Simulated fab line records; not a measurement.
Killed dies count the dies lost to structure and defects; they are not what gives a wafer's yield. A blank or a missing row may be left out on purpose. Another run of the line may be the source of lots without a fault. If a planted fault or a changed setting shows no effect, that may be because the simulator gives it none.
fab line records	flow n5Finfet
[record] lots = 9	wafers = 24	lastDay = 18
route steps=1938 shown BEOL_M4@1067 PASSIVATION@1936
lots that met no fault: from a run of the same line without faults
startH: hours from the record's opening day to when the first of the lot's shown wafers began	waitH: hours since the lot's step before	" identical to the entry in the row above	L1.1+2: a row that stands for several wafers	- either no value or no given start	* or withheld: withheld	< > ~ a bound
route shown NAME@n: a module of which the file shows steps, and the number in the route of the first	usual: mean/standard deviation of fault-free wafers	same: alike in all rows	chamber/n: place in a boat	sites: each site's reading	_std_site: standard deviation of those values	_edge_site: the outer-site mean with the inner-site mean subtracted	radiusMm: for every site, how far away it sits from the centre of the wafer	mask NAME#n: copy n	behind: the tool/chamber that last shaped the wafer	hold: reason for holding the lot/hours on hold/outcome of the hold	device: the n, p or np transistor that did not switch	end of line: the same wafers' tests at the end of the route	where a step has no rows: the recipe by itself	killed: dies that structure and defects cost at the first sort, which is not the same as the wafer's yield	map: shows each die of a wafer: x if killed, . if not, _ if none is there
set.NAME: the setting the step ran with; set.NAME@STEP: the setting that earlier step ran with	model.NAME: the simulator's own value behind a step, which no gauge read
one table for each step of the route and one row for each wafer, over a sample of lots
services: from which hour (startH, from the record's first day; less than 0 if before it) a tool's chamber was out of use, for how many hours, and why
[[steps]]
[step N5_BEOL_M4_VIA_ETCH_34]
[recipe] chemistry = C4F6/O2	targetDepthA = 694	maskMaterial = SOC	pressureMtorr = 15	ionEnergyEv = 250	taperDeg = 4	timeS = 65.9	sourceW = 350	biasW = 170	Ar_flow_sccm = 300	C4F6_flow_sccm = 10	O2_flow_sccm = 10
[usual] drypumpMotorCurrentA = 5.7/0.46	oesProductAu = 0.79/0.059	rfVppV = 665/15	runLengthS = 89.2/0.5	showerheadPlenumPTorr = 2.83/0.091	throttleValvePct = 30.78/0.17
[same] timeS = 65.9
lot.wafer	tool	chamber	startH	waitH	drypumpMotorCurrentA	oesProductAu	rfHoursCounterH	rfVppV	runLengthS	showerheadPlenumPTorr	throttleValvePct
L748.3	rieDiel-01	2	182.65	0.0	5.6	0.77	129	678	90.0	2.85	30.69
L748.5	"	2	"	"	5.6	0.76	-	676	89.4	2.85	30.69
L748.6	"	3	"	"	6.2	0.79	-	680	88.3	2.76	30.76
L754.4	rieDiel-01	2	216.80	0.0	5.6	0.75	141	679	89.8	2.85	30.67
L754.5	"	3	"	"	6.2	0.76	-	681	88.4	2.75	30.77
L754.6	"	0	"	"	6.3	0.82	-	646	89.5	2.76	30.69
L755.1	rieDiel-01	3	221.66	0.0	6.2	0.77	129	682	88.6	2.75	30.77
L755.6	"	2	"	"	5.6	0.76	-	677	89.9	2.85	30.70
L756.1	rieDiel-01	3	229.51	0.0	6.2	0.76	133	680	88.4	2.75	30.77
L756.6	"	3	"	"	6.1	0.76	-	681	88.6	2.75	30.76
L757.2	rieDiel-01	1	237.24	0.0	5.0	0.89	19	670	88.2	3.01	30.70
L757.5	"	1	"	"	5.1	0.90	-	670	88.4	3.01	30.72
L760.1	rieDiel-02	2	263.52	0.0	5.7	0.84	76	638	89.4	2.77	31.12
L760.3	"	1	"	"	6.1	0.74	172	657	89.9	2.72	30.83
L760.6	"	3	"	"	5.9	0.74	-	683	89.7	2.96	30.52
L763.2	rieDiel-02	0	275.86	0.0	5.2	0.68	229	667	89.0	2.82	30.91
L763.4	"	1	"	"	6.2	0.72	177	656	89.6	2.72	30.83
L763.5	"	0	"	"	5.2	0.68	-	667	88.5	2.82	30.89
L764.1	rieDiel-02	1	307.20	0.0	6.2	0.73	185	655	89.6	2.72	30.85
L764.2	"	2	"	"	5.7	0.83	89	638	89.3	2.77	31.12
L764.5	"	2	"	"	5.7	0.84	-	637	89.2	2.77	31.11
L767.2	rieDiel-02	1	310.51	0.0	6.1	0.72	187	658	89.8	2.72	30.85
L767.3	"	0	"	"	5.2	0.66	240	666	88.5	2.82	30.88
L767.5	"	2	"	"	5.7	0.83	-	638	89.0	2.77	31.13
[step N5_BEOL_M4_TRENCH_ETCH_37]
[recipe] chemistry = C4F6/O2	targetDepthA = 555.55	target = SiOC	timeS = 29.2	ionEnergyEv = 250	pressureMtorr = 30	sourceW = 355	biasW = 185	Ar_flow_sccm = 300	C4F6_flow_sccm = 10	O2_flow_sccm = 10
[usual] drypumpMotorCurrentA = 5.7/0.46	oesProductAu = 0.79/0.06	rfVppV = 665/15	runLengthS = 52.5/0.49	showerheadPlenumPTorr = 2.83/0.091	throttleValvePct = 20.87/0.14
lot.wafer	tool	chamber	startH	waitH	drypumpMotorCurrentA	oesProductAu	rfHoursCounterH	rfVppV	runLengthS	showerheadPlenumPTorr	throttleValvePct
L748.3	rieDiel-01	2	182.75	-	5.6	0.77	129	678	53.4	2.86	20.84
L748.5	"	2	"	"	5.6	0.77	-	678	52.7	2.86	20.83
L748.6	"	3	"	"	6.2	0.79	-	682	51.9	2.76	20.82
L754.4	rieDiel-01	2	216.90	-	5.6	0.75	141	677	53.0	2.85	20.85
L754.5	"	3	"	"	6.2	0.76	-	682	52.1	2.76	20.85
L754.6	"	0	"	"	6.2	0.83	-	644	53.2	2.77	20.88
L755.1	rieDiel-01	3	221.77	-	6.2	0.77	129	680	39.1	2.75	20.85
L755.6	"	2	"	"	5.6	0.76	-	678	53.0	2.85	20.86
L756.1	rieDiel-01	3	229.61	-	6.2	0.75	133	680	39.3	2.75	20.84
L756.6	"	3	"	"	6.2	0.76	-	682	52.0	2.75	20.87
L757.2	rieDiel-01	1	237.34	-	5.0	0.89	19	671	51.8	3.02	20.77
L757.5	"	1	"	"	5.0	0.89	-	670	38.8	3.02	20.75
L760.1	rieDiel-02	2	263.62	-	5.7	0.85	76	639	52.4	2.78	21.09
L760.3	"	1	"	"	6.1	0.73	172	657	52.9	2.73	21.00
L760.6	"	3	"	"	5.9	0.74	-	683	52.4	2.97	20.63
L763.2	rieDiel-02	0	275.96	-	5.2	0.67	229	666	52.0	2.83	21.05
L763.4	"	1	"	"	6.2	0.74	177	656	53.1	2.73	21.01
L763.5	"	0	"	"	5.2	0.68	-	666	51.9	2.83	21.06
L764.1	rieDiel-02	1	307.30	-	6.1	0.73	185	658	53.5	2.72	21.04
L764.2	"	2	"	"	5.7	0.82	89	638	52.2	2.77	21.13
L764.5	"	2	"	"	5.7	0.82	-	638	52.1	2.77	21.12
L767.2	rieDiel-02	1	310.61	-	6.2	0.72	187	658	53.2	2.72	21.04
L767.3	"	0	"	"	5.2	0.67	240	665	51.8	2.82	21.07
L767.5	"	2	"	"	5.7	0.83	-	638	52.3	2.77	21.12
[step N5_BEOL_M4_OCD_MEAS_38]
[usual] trenchDepthNm = 55.4/0.8
lot.wafer	tool	chamber	startH	waitH	trenchDepthNm
L748.3	ocd-02	-	182.91	-	55.4
L748.5	"	-	"	"	55.5
L748.6	"	-	"	"	55.7
L754.4	ocd-01	-	217.06	-	55.1
L754.5	"	-	"	"	55.1
L754.6	"	-	"	"	56.2
L755.1	ocd-01	-	221.92	-	31.5
L755.6	"	-	"	"	55.6
L756.1	ocd-02	-	229.76	-	30.7
L756.6	"	-	"	"	55.4
L757.2	ocd-02	-	237.50	-	56.3
L757.5	"	-	"	"	31.4
L760.1	ocd-01	-	263.78	-	56.2
L760.3	"	-	"	"	54.6
L760.6	"	-	"	"	55.2
L763.2	ocd-02	-	276.12	-	53.5
L763.4	"	-	"	"	56.1
L763.5	"	-	"	"	54.6
L764.1	ocd-01	-	307.46	-	55.7
L764.2	"	-	"	"	56.4
L764.5	"	-	"	"	56.7
L767.2	ocd-02	-	310.77	-	55.7
L767.3	"	-	"	"	53.8
L767.5	"	-	"	"	56.4
[step N5_BEOL_M4_PRE_CLEAN_45]
[recipe] gas = H2/He	timeS = 30	tempC = 250
[usual] heaterPowerW = 328/29
[same] timeS = 30
lot.wafer	tool	chamber	startH	waitH	heaterPowerW
L748.3	pvdSputter-03	-	184.98	0.0	320
L748.5	"	-	"	"	357
L748.6	"	-	"	"	405
L754.4	pvdSputter-01	-	217.65	0.0	340
L754.5	"	-	"	"	300
L754.6	"	-	"	"	352
L755.1	pvdSputter-01	-	223.96	0.0	302
L755.6	"	-	"	"	350
L756.1	pvdSputter-01	-	230.75	0.0	295
L756.6	"	-	"	"	356
L757.2	pvdSputter-02	-	237.93	0.0	309
L757.5	"	-	"	"	345
L760.1	pvdSputter-01	-	264.88	0.0	347
L760.3	"	-	"	"	318
L760.6	"	-	"	"	347
L763.2	pvdSputter-02	-	276.35	0.0	323
L763.4	"	-	"	"	281
L763.5	"	-	"	"	285
L764.1	pvdSputter-02	-	307.90	0.0	336
L764.2	"	-	"	"	287
L764.5	"	-	"	"	349
L767.2	pvdSputter-03	-	311.06	0.0	400
L767.3	"	-	"	"	302
L767.5	"	-	"	"	416
[step N5_BEOL_M4_SPUTTER_48]
[recipe] material = Cu	targetThkA = 45	tempC = -20	chamberPressurePa = 0.07	powerW = withheld	timeS = 8.29
[usual] throttleValvePct = 30.1/0.95
[same] timeS = 8.29
lot.wafer	tool	chamber	startH	waitH	throttleValvePct
L748.3	pvdSputter-02	-	185.58	0.1	30.7
L748.5	"	-	"	"	30.1
L748.6	"	-	"	"	30.6
L754.4	pvdSputter-03	-	218.38	0.1	29.3
L754.5	"	-	"	"	29.9
L754.6	"	-	"	"	29.4
L755.1	pvdSputter-02	-	224.57	0.1	29.2
L755.6	"	-	"	"	30.8
L756.1	pvdSputter-02	-	231.71	0.4	29.4
L756.6	"	-	"	"	31.7
L757.2	pvdSputter-01	-	239.35	0.5	29.5
L757.5	"	-	"	"	31.3
L760.1	pvdSputter-01	-	265.70	0.2	31.0
L760.3	"	-	"	"	30.1
L760.6	"	-	"	"	31.2
L763.2	pvdSputter-03	-	276.86	0.1	29.9
L763.4	"	-	"	"	30.2
L763.5	"	-	"	"	30.2
L764.1	pvdSputter-03	-	308.96	0.4	29.1
L764.2	"	-	"	"	29.6
L764.5	"	-	"	"	29.3
L767.2	pvdSputter-01	-	311.68	0.1	31.3
L767.3	"	-	"	"	29.8
L767.5	"	-	"	"	29.7
[step N5_BEOL_M4_THK_MEAS_53]
[recipe] thkMeasGauge = xrf	reads = Cu_of_BEOL_M4_ECD_50
[usual] M4_THK = 39.5/1.4
lot.wafer	tool	chamber	startH	waitH	M4_THK[nm]
L748.3	filmMetro-01	-	188.14	-	39.0
L748.5	"	-	"	"	39.0
L748.6	"	-	"	"	40.4
L754.4	filmMetro-01	-	220.93	-	39.4
L754.5	"	-	"	"	38.0
L754.6	"	-	"	"	39.3
L755.1	filmMetro-02	-	227.12	-	17.0
L755.6	"	-	"	"	41.6
L756.1	filmMetro-02	-	234.28	-	16.4
L756.6	"	-	"	"	41.4
L757.2	filmMetro-02	-	242.28	-	41.8
L757.5	"	-	"	"	15.0
L760.1	filmMetro-01	-	268.51	-	39.9
L760.3	"	-	"	"	38.5
L760.6	"	-	"	"	38.1
L763.2	filmMetro-01	-	279.41	-	36.3
L763.4	"	-	"	"	39.0
L763.5	"	-	"	"	38.8
L764.1	filmMetro-01	-	311.51	-	41.1
L764.2	"	-	"	"	38.8
L764.5	"	-	"	"	39.5
L767.2	filmMetro-02	-	314.35	-	38.0
L767.3	"	-	"	"	36.7
L767.5	"	-	"	"	39.3
[step N5_BEOL_M4_RS_MEAS_58]
[recipe] thkMeasGauge = four-point-probe	reads = Co_of_BEOL_M4_CO_CAP_55+Cu_of_BEOL_M4_ECD_50+Co_of_BEOL_M4_CVD_47+TaN_of_BEOL_M4_ALD_84
[usual] M4_RS = 0.675/0.029
lot.wafer	tool	chamber	startH	waitH	M4_RS[ohm/sq]
L748.3	filmMetro-02	-	188.43	0.1	0.679
L748.5	"	-	"	"	0.685
L748.6	"	-	"	"	0.654
L754.4	filmMetro-01	-	221.22	0.1	0.658
L754.5	"	-	"	"	0.687
L754.6	"	-	"	"	0.653
L755.1	filmMetro-02	-	227.38	0.0	2.124
L755.6	"	-	"	"	0.637
L756.1	filmMetro-02	-	234.59	0.0	2.237
L756.6	"	-	"	"	0.645
L757.2	filmMetro-02	-	242.55	0.1	0.627
L757.5	"	-	"	"	2.556
L760.1	filmMetro-02	-	268.80	0.1	0.658
L760.3	"	-	"	"	0.688
L760.6	"	-	"	"	0.694
L763.2	filmMetro-02	-	279.67	0.1	0.752
L763.4	"	-	"	"	0.688
L763.5	"	-	"	"	0.691
L764.1	filmMetro-02	-	311.85	0.0	0.631
L764.2	"	-	"	"	0.680
L764.5	"	-	"	"	0.665
L767.2	filmMetro-01	-	314.61	0.1	0.715
L767.3	"	-	"	"	0.744
L767.5	"	-	"	"	0.683
[step N5_BEOL_M4_RC_MEAS_101]
[usual] DIBL_N = 36.0/2	DIBL_P = 36.2/2.2	IOFF_N = 0.16/0.034	IOFF_P = 0.21/0.04	ION_N = 675/12	ION_P = 463/7.2	SS_N = 71.6/0.6	SS_P = 73.3/0.67	VT_N = 250/3	VT_P = -251/3.4
lot.wafer	tool	chamber	startH	waitH	DIBL_N[mV/V]	DIBL_P[mV/V]	IOFF_N[nA/um]	IOFF_P[nA/um]	ION_N[uA/um]	ION_P[uA/um]	SS_N[mV/dec]	SS_P[mV/dec]	VT_N[mV]	VT_P[mV]
L748.3	prober-02	0	188.79	0.3	33.9	35.7	0.13	0.18	667	460	71.1	73.1	251	-252
L748.5	"	0	"	"	35.8	37.6	0.15	0.19	680	460	71.4	73.6	248	-253
L748.6	"	0	"	"	33.0	34.6	0.11	0.16	648	445	71.1	72.9	255	-255
L754.4	prober-01	0	221.73	0.5	36.0	34.2	0.13	0.16	669	453	71.8	73.8	254	-255
L754.5	"	0	"	"	38.7	37.7	0.18	0.20	673	453	72.5	73.7	253	-253
L754.6	"	0	"	"	37.0	36.6	0.14	0.19	679	460	72.0	73.5	252	-254
L755.6	prober-01	0	228.20	0.8	34.4	34.0	0.13	0.18	670	460	71.1	72.6	252	-251
L756.6	prober-02	0	235.42	0.8	36.6	37.4	0.19	0.22	688	462	72.1	73.7	248	-252
L757.2	prober-01	0	242.75	0.2	40.9	40.8	0.20	0.26	700	469	71.1	75.2	247	-249
L760.1	prober-02	0	268.85	0.0	34.6	34.6	0.13	0.19	669	464	71.6	72.6	253	-252
L760.3	"	0	"	"	37.4	38.7	0.17	0.25	674	462	72.4	74.2	249	-248
L760.6	"	0	"	"	34.8	35.9	0.13	0.21	665	458	72.0	73.4	253	-250
L763.2	prober-02	0	279.87	0.2	34.0	35.0	0.12	0.19	664	466	70.8	73.1	256	-253
L763.4	"	0	"	"	35.0	35.1	0.13	0.19	669	453	71.7	73.5	253	-253
L763.5	"	0	"	"	33.0	33.5	0.11	0.17	653	459	70.2	72.1	256	-252
L764.1	prober-01	0	312.55	0.7	33.4	32.6	0.12	0.18	668	465	70.8	72.4	254	-252
L764.2	"	0	"	"	39.1	40.0	0.22	0.32	695	480	72.0	74.7	245	-243
L764.5	"	0	"	"	38.7	39.9	0.21	0.30	685	468	72.5	74.8	247	-247
L767.2	prober-02	0	314.82	0.2	36.8	36.9	0.16	0.20	672	463	71.1	73.5	249	-253
L767.3	"	0	"	"	38.6	37.4	0.20	0.21	692	465	71.9	73.9	247	-251
L767.5	"	0	"	"	34.2	32.8	0.13	0.16	664	452	71.2	71.9	252	-254
[step N5_PASSIVATION_PROBE_49]
[usual] defectLimitedYield = 91.5/1.5	killed_at_M0_to_M3 = 33/10	killed_at_M4_up = 15/6.4	killedAtContacts = 12/5.4	killedAtFrontEnd = 38/9.8	killedAtOther = 4/3.1	killedDies = 101/18	killedOnRim = 13/3.9	killedOpen = 67/14	killedShort = 33/7.9	sort_bin_5_function = 5.0/1	sort_bin_6_memory = 3.2/0.67	sortNPass = 1079/18	sortYieldPct = 91.5/1.5
[same] grossDies = 1180	killedAtBackSide = 0	sort_bin_4_leakage[%] = 0	sort_bin_8_speed[%] = 0
lot.wafer	tool	chamber	startH	waitH	defectLimitedYield[%]	killed_at_M0_to_M3	killed_at_M4_up	killedAtContacts	killedAtFrontEnd	killedAtOther	killedDies	killedOnRim	killedOpen	killedShort	sort_bin_5_function[%]	sort_bin_6_memory[%]	sortNPass	sortYieldPct[%]
L756.1	prober-01	-	350.56	0.0	22.8	25	843	6	25	12	911	75	48	30	74.2	2.5	269	22.8
L756.6	prober-01	-	350.81	0.3	92.5	21	8	14	41	4	88	14	60	27	4.7	2.5	1092	92.5
L755.1	prober-01	-	356.03	0.0	31.1	26	743	2	31	11	813	77	58	28	66.1	2.7	367	31.1
L755.6	prober-01	-	356.28	0.3	91.7	33	12	3	39	11	98	12	64	34	4.8	3.2	1082	91.7
L757.2	prober-02	-	376.88	0.1	92.1	22	17	11	40	3	93	15	62	31	3.7	3.8	1087	92.1
L757.5	prober-02	-	377.03	0.2	4.6	20	1064	12	30	0	1126	145	46	24	92.8	2.4	54	4.6
L760.1	prober-02	-	388.97	0.0	91.8	26	21	19	31	0	97	15	73	24	5.1	3.1	1083	91.8
L760.3	prober-02	-	389.07	0.1	89.7	45	25	4	47	1	122	17	87	34	5.6	4.6	1058	89.7
L760.6	prober-02	-	389.22	0.3	89.5	51	26	12	32	3	124	17	92	30	5.6	4.8	1056	89.5
// killed by level:class
L756.1 BEOL_M4:areaEcd=831 FIN_SAQP:geometricParticle:short=8 BEOL_M1:geometricParticle:open=7 PASS1_CAP:geometricParticle:short=6 MOL_CONTACT_COAG:geometricParticle:open=5 BEOL_M0_SAQP:geometricParticle:short=5 BEOL_M4:geometricParticle:open=5 PASS1_CAP:geometricParticle:open=5
L756.6 FIN_SAQP:geometricParticle:open=15 MOL_CONTACT_COAG:geometricParticle:open=11 FIN_SAQP:geometricParticle:short=7 BEOL_M1:geometricParticle:open=6 STI_FIN_REVEAL:geometricParticle:open=4 GATE_CUT:geometricParticle:short=4 BEOL_M3:geometricParticle:open=4 MOL_CONTACT_COAG:geometricParticle:short=3
L755.1 BEOL_M4:areaEcd=727 BEOL_M4:geometricParticle:open=11 BEOL_M1:geometricParticle:open=7 FIN_SAQP:geometricParticle:short=5 STI_FIN_REVEAL:geometricParticle:open=5 BEOL_M0_SAQP:geometricParticle:short=5 STARTING-WAFER:geometricParticle:open=5 DUMMY_GATE:geometricParticle:open=4
L755.6 BEOL_M0_SAQP:geometricParticle:open=8 FIN_SAQP:geometricParticle:short=7 FIN_SAQP:geometricParticle:open=7 BEOL_M0_SAQP:geometricParticle:short=7 BEOL_M1:geometricParticle:open=7 ILD0:geometricParticle:open=6 BEOL_M3:geometricParticle:open=5 BEOL_M1:geometricParticle:short=4
L757.2 FIN_SAQP:geometricParticle:open=16 BEOL_M0_SAQP:geometricParticle:short=12 BEOL_M4:geometricParticle:open=12 STI_FIN_REVEAL:geometricParticle:open=10 MOL_CONTACT_COAG:geometricParticle:open=8 FIN_SAQP:geometricParticle:short=4 BEOL_M0_SAQP:geometricParticle:open=4 GATE_CUT:geometricParticle:short=3
L757.5 BEOL_M4:areaEcd=1054 FIN_SAQP:geometricParticle:open=9 BEOL_M0_SAQP:geometricParticle:short=7 MOL_CONTACT_COAG:geometricParticle:short=6 MOL_CONTACT_COAG:geometricParticle:open=6 BEOL_M0_SAQP:geometricParticle:open=6 STI_FIN_REVEAL:geometricParticle:open=5 BEOL_M2:geometricParticle:open=5
L760.1 MOL_CONTACT_COAG:geometricParticle:open=17 STI_FIN_REVEAL:geometricParticle:open=8 BEOL_M2:geometricParticle:open=7 BEOL_M0_SAQP:geometricParticle:short=6 BEOL_M4:geometricParticle:open=6 BEOL_M5:geometricParticle:open=6 FIN_SAQP:geometricParticle:open=5 BEOL_M3:geometricParticle:open=5
L760.3 FIN_SAQP:geometricParticle:open=20 BEOL_M2:geometricParticle:open=15 BEOL_M4:geometricParticle:open=13 BEOL_M0_SAQP:geometricParticle:open=10 BEOL_M0_SAQP:geometricParticle:short=5 BEOL_M4:geometricParticle:short=5 BEOL_M1:geometricParticle:open=5 BEOL_M3:geometricParticle:open=5
L760.6 BEOL_M3:geometricParticle:open=16 BEOL_M4:geometricParticle:open=16 BEOL_M2:geometricParticle:open=13 MOL_CONTACT_COAG:geometricParticle:open=10 STI_FIN_REVEAL:geometricParticle:open=8 GATE_CUT:geometricParticle:open=6 BEOL_M0_SAQP:geometricParticle:short=6 BEOL_M1:geometricParticle:open=6
[[services]]
tool	chamber	startH	hours	kind
rieDiel-01	1	162.05	-	clean
rieDiel-01	1	162.05	-	consumableReplace:focusRing
rieDiel-01	1	162.05	-	consumableReplace:showerhead
rieDiel-01	1	162.05	22.6	scheduledDown
rieDiel-01	1	162.05	22.6	ventCycle
rieDiel-01	-	196.61	0.9	repair
rieDiel-02	2	220.41	6.5	repair
rieDiel-01	2	231.74	9.0	repair
pvdSputter-01	-	272.12	7.8	repair
rieDiel-01	3	303.58	4.3	repair
[[key]]
[firstSign] step = N5_BEOL_M4_TRENCH_ETCH_37	reading = runLengthS	direction = down	sigmas = 27	usual = *	struck = *
[effect] step = N5_BEOL_M4_OCD_MEAS_38	reading = trenchDepthNm	direction = down	sigmas = 30	usual = 55.4	struck = 31.2
[effect] step = N5_BEOL_M4_THK_MEAS_53	reading = M4_THK	direction = down	sigmas = 17	usual = 39.5	struck = 16.1
[effect] step = N5_BEOL_M4_RS_MEAS_58	reading = M4_RS	direction = up	sigmas = 57	usual = 0.675	struck = 2.306
[effect] step = N5_PASSIVATION_PROBE_49	reading = killed_at_M4_up	direction = up	sigmas = 99+	usual = 15	struck = 883
[moreKillsBornAt] N5_BEOL_M4_ECD_50@ecdCu-02 = 1558	N5_BEOL_M4_ECD_50@ecdCu-01 = 1054
metAt N5_BEOL_M4_TRENCH_ETCH_37
struckLots L755,L756,L757
struckWafers L755.1,L756.1,L757.5
laterRowsLeftOut L755.1,L756.1,L757.5
notActingAt N5_BEOL_M4_VIA_ETCH_34,N5_BEOL_M4_PRE_CLEAN_45,N5_BEOL_M4_SPUTTER_48
onsetBetween 216.90 221.77
[fault] kind = processParameterDrift	tool = rieDiel-01	chamber = -	onsetH = 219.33	steps = N5_BEOL_M4_TRENCH_ETCH_37	channel = timeS	offset = *	shape = step	endH = 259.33	scope = struckWafersOnly	actsIn = *	stated = *
// laterRowsLeftOut: the simulator's readings of these wafers behind a module that went badly wrong aren't trusted and aren't shown, but for the sort
